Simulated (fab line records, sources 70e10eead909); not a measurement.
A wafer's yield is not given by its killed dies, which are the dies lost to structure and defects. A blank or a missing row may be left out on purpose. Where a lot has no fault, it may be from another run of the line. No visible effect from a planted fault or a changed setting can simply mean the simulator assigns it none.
Chamber matching -- flow nand_harc -- NHARC_A_CHANNEL_HOLE_D1_ETCH_38 on rie_diel-01: 4 sister chambers
The step etches the open film in CF4, target depth 39 nm, time 65 s. 8 wafers are shown with their chamber, then 12 later ones without.

== WAFERS PAIRED WITH THEIR CHAMBERS ==
wafer,chamber,drypump_motor_current_A (A),rf_vpp_V (V)
L088.6,1,5.4,151.0
L088.1,1,5.3,151.1
L091.2,2,5.3,152.8
L091.4,3,5.4,151.4
L091.6,0,5.5,152.1
L093.1,0,5.6,153.0
L093.2,2,5.3,151.4
L093.3,3,5.4,150.9

== WAFERS WHOSE CHAMBER IS MISSING ==
wafer,drypump_motor_current_A (A),rf_vpp_V (V)
L092.2,5.3,151.1
L092.3,5.4,151.4
L092.6,5.4,152.1
L095.2,5.3,151.1
L095.4,5.4,152.3
L095.6,5.3,150.7
L096.2,5.3,152.1
L096.3,5.3,154.3
L096.5,5.5,151.5
L097.1,5.5,152.9
L097.2,5.4,150.7
L097.6,5.4,150.7

== WHICH CHAMBER EACH WENT THROUGH ==
wafer,from the rows above,in truth
L092.2,can't be placed: 1 or 2 or 3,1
L092.3,can't be placed: 3 or 1 or 2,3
L092.6,can't be placed: 3 or 1 or 2 or 0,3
L095.2,can't be placed: 1 or 2 or 3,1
L095.4,can't be placed: 3 or 2 or 1 or 0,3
L095.6,can't be placed: 1 or 3 or 2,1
L096.2,can't be placed: 2 or 1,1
L096.3,can't be placed: 2 or 1 or 3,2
L096.5,can't be placed: 0 or 3 or 1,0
L097.1,0,0
L097.2,can't be placed: 3 or 1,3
L097.6,can't be placed: 3 or 1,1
Correct placement for 1 of the 12. Unplaceable from these rows: 11, with the true chamber sitting among the candidates in 11. Number placed wrongly: 0.
How it was worked out, from the rows above alone: a wafer's distance from a chamber is the root of the sum, over the readings, of the square of ((its reading less the chamber's mean) divided by the reading's scatter). If the next closest chamber is less than 2 further off than the closest, the wafer can't be placed; otherwise it belongs to the closest. The mean given for a chamber averages the wafers shown for that chamber. How the scatter is found: for the shown wafers, subtract from each reading the mean of its chamber, square and add these, divide the total by (wafers less chambers), then take the root.
